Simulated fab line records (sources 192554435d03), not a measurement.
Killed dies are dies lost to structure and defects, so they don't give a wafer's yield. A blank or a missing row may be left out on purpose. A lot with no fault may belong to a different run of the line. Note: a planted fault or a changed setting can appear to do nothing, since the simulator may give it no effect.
Split-lot trial || flow n5-finfet || route with 1938 steps; 7 lots, 21 wafers read

## SPLIT DETAILS
At N5_BEOL_M4_ETCH_70 (etches SOC in N2/H2, target depth 80 nm, overetch 24 nm, time 130 s), the setting bias-w was moved away from the recipe's 150 W on 6 of the 21 wafers read, by -13.5% to +5.9%. For the rest of the wafers, this setting stayed at what the recipe calls for.

The reading comes from the split's own step.

## THE READING
rf-vpp-V, in V, at N5_BEOL_M4_ETCH_70 (etches SOC in N2/H2, target depth 80 nm, overetch 24 nm, time 130 s). Fault-free wafers of this fab line usually give 523.3 V, standard deviation 2.4 V.

{"wafer": "L075.2", "tool, chamber at the split": "rie-diel-04, 0", "bias-w as run, W": 150, "against the recipe": "recipe", "rf-vpp-V, V": 521.5, "against lot-mates on the recipe": "-"}
{"wafer": "L075.3", "tool, chamber at the split": "rie-diel-04, 3", "bias-w as run, W": 150, "against the recipe": "recipe", "rf-vpp-V, V": 523.4, "against lot-mates on the recipe": "-"}
{"wafer": "L075.4", "tool, chamber at the split": "rie-diel-04, 2", "bias-w as run, W": 150, "against the recipe": "recipe", "rf-vpp-V, V": 519.6, "against lot-mates on the recipe": "-"}
{"wafer": "L077.4", "tool, chamber at the split": "rie-diel-04, 0", "bias-w as run, W": 150, "against the recipe": "recipe", "rf-vpp-V, V": 520.0, "against lot-mates on the recipe": "-"}
{"wafer": "L077.5", "tool, chamber at the split": "rie-diel-04, 3", "bias-w as run, W": 150, "against the recipe": "recipe", "rf-vpp-V, V": 522.6, "against lot-mates on the recipe": "-"}
{"wafer": "L077.6", "tool, chamber at the split": "rie-diel-04, 0", "bias-w as run, W": 150, "against the recipe": "recipe", "rf-vpp-V, V": 519.2, "against lot-mates on the recipe": "-"}
{"wafer": "L079.4", "tool, chamber at the split": "rie-diel-06, 3", "bias-w as run, W": 150, "against the recipe": "recipe", "rf-vpp-V, V": 522.9, "against lot-mates on the recipe": "-"}
{"wafer": "L079.5", "tool, chamber at the split": "rie-diel-06, 2", "bias-w as run, W": 150, "against the recipe": "recipe", "rf-vpp-V, V": 519.1, "against lot-mates on the recipe": "-"}
{"wafer": "L079.6", "tool, chamber at the split": "rie-diel-06, 0", "bias-w as run, W": 150, "against the recipe": "recipe", "rf-vpp-V, V": 524.3, "against lot-mates on the recipe": "-"}
{"wafer": "L085.2", "tool, chamber at the split": "rie-diel-06, 2", "bias-w as run, W": 150, "against the recipe": "recipe", "rf-vpp-V, V": 519.2, "against lot-mates on the recipe": "-"}
{"wafer": "L085.4", "tool, chamber at the split": "rie-diel-06, 2", "bias-w as run, W": 129.7, "against the recipe": "-13.5%", "rf-vpp-V, V": 474.0, "against lot-mates on the recipe": -47.3}
{"wafer": "L085.6", "tool, chamber at the split": "rie-diel-06, 3", "bias-w as run, W": 150, "against the recipe": "recipe", "rf-vpp-V, V": 523.4, "against lot-mates on the recipe": "-"}
{"wafer": "L086.2", "tool, chamber at the split": "rie-diel-04, 1", "bias-w as run, W": 150, "against the recipe": "recipe", "rf-vpp-V, V": 524.9, "against lot-mates on the recipe": "-"}
{"wafer": "L086.4", "tool, chamber at the split": "rie-diel-04, 3", "bias-w as run, W": 131.6, "against the recipe": "-12.3%", "rf-vpp-V, V": 481.9, "against lot-mates on the recipe": -43.3}
{"wafer": "L086.5", "tool, chamber at the split": "rie-diel-04, 1", "bias-w as run, W": 150, "against the recipe": "recipe", "rf-vpp-V, V": 525.5, "against lot-mates on the recipe": "-"}
{"wafer": "L088.2", "tool, chamber at the split": "rie-diel-06, 2", "bias-w as run, W": 136.3, "against the recipe": "-9.1%", "rf-vpp-V, V": 490.5, "against lot-mates on the recipe": -35.6}
{"wafer": "L088.5", "tool, chamber at the split": "rie-diel-06, 3", "bias-w as run, W": 136.3, "against the recipe": "-9.1%", "rf-vpp-V, V": 492.9, "against lot-mates on the recipe": -33.2}
{"wafer": "L088.6", "tool, chamber at the split": "rie-diel-06, 0", "bias-w as run, W": 150, "against the recipe": "recipe", "rf-vpp-V, V": 526.1, "against lot-mates on the recipe": "-"}
{"wafer": "L097.1", "tool, chamber at the split": "rie-diel-04, 0", "bias-w as run, W": 158.9, "against the recipe": "+5.9%", "rf-vpp-V, V": 540.3, "against lot-mates on the recipe": "+20.2"}
{"wafer": "L097.3", "tool, chamber at the split": "rie-diel-04, 2", "bias-w as run, W": 150, "against the recipe": "recipe", "rf-vpp-V, V": 520.1, "against lot-mates on the recipe": "-"}
{"wafer": "L097.6", "tool, chamber at the split": "rie-diel-04, 1", "bias-w as run, W": 158.9, "against the recipe": "+5.9%", "rf-vpp-V, V": 545.8, "against lot-mates on the recipe": "+25.7"}

THE FIT
A straight line over all 21 wafers: rf-vpp-V changes by +3.42 V for each +1% of bias-w; r = +0.99; the points scatter about the line by 2.4 V.
The same after taking each lot's own level away (the mean of its wafers on the recipe; 21 wafers): +3.64 V for each +1%; r = +1.00; scatter 1.9 V.
That fit puts the effect of the largest move of bias-w on the reading at 49 V.
From 520.10 to 526.10 V: that is the span of the lots' own levels, equal to 2.5 times the standard deviation above.
Hence the lot-to-lot level has little effect on the slope; both slopes agree.
Check: for one of the wafers moved furthest among these (-13.5%), held out of the fit, the line's prediction against its lot-mates is -49.9 V. Against them it came out at -47.3 V.
Tool readings at the split's step, against how far the setting was moved: rf-vpp-V r = +0.99.

## ADDITIONAL SPLITS CARRIED BY THESE WAFERS
Other splits were also applied to these wafers ahead of the reading. Each is held against what the fit with the lots' levels taken away leaves over:
{"other split on the same wafers": "N5_BEOL_M1_TRENCH_ETCH_37 time-s", "wafers away from the commonest value": 10, "r with rf-vpp-V (lot level and that fit taken away)": "+0.11"}
{"other split on the same wafers": "N5_BEOL_M3_COAT_05 spin-rpm", "wafers away from the commonest value": 4, "r with rf-vpp-V (lot level and that fit taken away)": "+0.40"}
{"other split on the same wafers": "N5_BEOL_M4_COAT_05 spin-rpm", "wafers away from the commonest value": 4, "r with rf-vpp-V (lot level and that fit taken away)": "+0.26"}

## THE WHOLE CHAIN: every reading that the file lists as answering this split, in the file's order
{"step": "N5_BEOL_M4_ETCH_70", "what it does": "etches SOC in N2/H2, target depth 80 nm, overetch 24 nm, time 130 s", "reading": "rf-vpp-V", "change (the file's fit)": "+3.59 V for each +1% of the setting", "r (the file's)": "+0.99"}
{"step": "N5_BEOL_M4_ETCH_70", "what it does": "etches SOC in N2/H2, target depth 80 nm, overetch 24 nm, time 130 s", "reading": "SiARC_of_BEOL_M4_COAT_68.thk-nm (the simulator's own value, which no gauge read)", "change (the file's fit)": "-0.0956 nm for each +1% of the setting", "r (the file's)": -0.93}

## FILE'S OWN FIT
rf-vpp-V changes by +3.59 V for each +1% of bias-w, r = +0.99.
